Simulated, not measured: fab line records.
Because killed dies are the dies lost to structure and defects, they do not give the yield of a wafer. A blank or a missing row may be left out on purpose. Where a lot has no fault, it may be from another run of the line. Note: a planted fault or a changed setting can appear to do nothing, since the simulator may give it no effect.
A struck lot beside a sound one | flow nand-harc | 14 out of 1302 route steps
Sound: these wafers, L374.2, L374.3, L374.4. Wafers L378.3, L378.4, L378.5 were the ones struck. At the end, the cause is stated.
For every step that has rows: the tool of each side, followed by ch and its chambers, followed by its first start. Under that, the readings that differ: sound wafers | struck wafers | difference of the means | sigmas: that difference in standard deviations of wafers without a fault.
alike: same words and numbers on both sides, and readings whose means sit less than 2 such deviations apart. not compared: any withheld reading, any reading some wafer has no value for, any bound like >300 that may hide the same value, and any number with overlapping values for which the record gives no deviation.
Wherever a step has rows on one side only, a row that says differs or no value, or a row with sigmas, the two part there. Numbers that have no deviation but don't overlap get no sigmas and don't part them. Lack of a reading on every wafer of one side parts them only where that side has two or more wafers.

NHARC_A_WL_FILL_STRIP_27: strips in N2/H2, time 20 s.
  sound on plasma-asher-02 ch 0,1, day 20 04:26; struck on plasma-asher-01 ch 0,1, day 21 08:50
  reading            | sound       | struck      | difference | sigmas
  heater-power-w (W) | 259 260 328 | 434 357 435 | +126       | +2
  alike: drypump-motor-current-A
  not compared: rf-hours-counter-h
then, 4 steps without rows for these wafers: NHARC_A_WL_FILL_STRIP_28 (strips in post etch residue remover, time 1200 s); NHARC_A_WL_FILL_PRECLEAN_06 (cleans in DIW, time 300 s); NHARC_A_WL_FILL_SRD_07; NHARC_A_WL_FILL_ANNEAL_08 (time 1800 s).
NHARC_A_WL_FILL_ALD_10: deposits SiO2, target thk 50 nm, pulse time 10 s, ald cycles 500.
  sound on ald-hk-02 ch 0,1,3, day 20 09:47; struck on ald-hk-03 ch 0,1,2, day 21 15:31
  alike: heater-power-w, precursor-pulse-height-rel
NHARC_A_WL_FILL_ETCHBACK_16: etches the open film in C4F8/O2/Ar, target depth 120 nm, time 24 s.
  sound: rie-diel-09 ch 0,2,3; struck: rie-diel-11 ch 2,3
  alike: oes-product-au, rf-vpp-V
  not compared: rf-hours-counter-h
NHARC_A_WL_FILL_STRIP_29: strips in O2, time 20 s.
  sound on rie-diel-09 ch 0,2,3, day 20 14:32; struck on rie-diel-11 ch 1,3, day 21 19:46
  alike: drypump-motor-current-A, oes-product-au, rf-vpp-V, showerhead-plenum-p-Torr, throttle-valve-pct
  not compared: rf-hours-counter-h
NHARC_A_WL_FILL_ETCHBACK_17: etches the open film in Cl2/BCl3, target depth 4 nm, time 26.7 s.
  sound on rie-metal-02 ch 0,1, day 20 14:39; struck on rie-metal-02 ch 0,1, day 21 19:53
  alike: drypump-motor-current-A, oes-product-au
  not compared: rf-hours-counter-h
then, 2 steps without rows for these wafers: NHARC_A_WL_FILL_PRECLEAN_18 (cleans in dHF, time 30 s); NHARC_A_WL_FILL_SRD_21.
NHARC_A_WL_FILL_CVD_23: deposits poly-Si, target thk 40 nm, time 800 s.
  sound on lpcvd-poly-03 ch 0, day 20 17:13; struck on lpcvd-poly-03 ch 0, day 23 04:41
  alike: spike-tc-centre-C, spike-tc-top-C, zone-power-lower-pct
then, 1 step without rows for these wafers: NHARC_A_WL_FILL_ETCHBACK_26 (etches the open film in HBr, target depth 52 nm, time 13.3 s).
-- jump in the record: it breaks off in module A_WL_FILL and resumes in module END (first step shown: number 1302 of the route), and 4 days separate the struck wafers' starts before and after --
NHARC_END_SORT_01:
  the record has rows for the struck wafers here (prober-01 ch 0, day 26 17:52) and none for the sound ones

## WHERE THEY PART
First at NHARC_A_WL_FILL_STRIP_27; last, within this record, at NHARC_END_SORT_01.

WHY: what the simulator had put in
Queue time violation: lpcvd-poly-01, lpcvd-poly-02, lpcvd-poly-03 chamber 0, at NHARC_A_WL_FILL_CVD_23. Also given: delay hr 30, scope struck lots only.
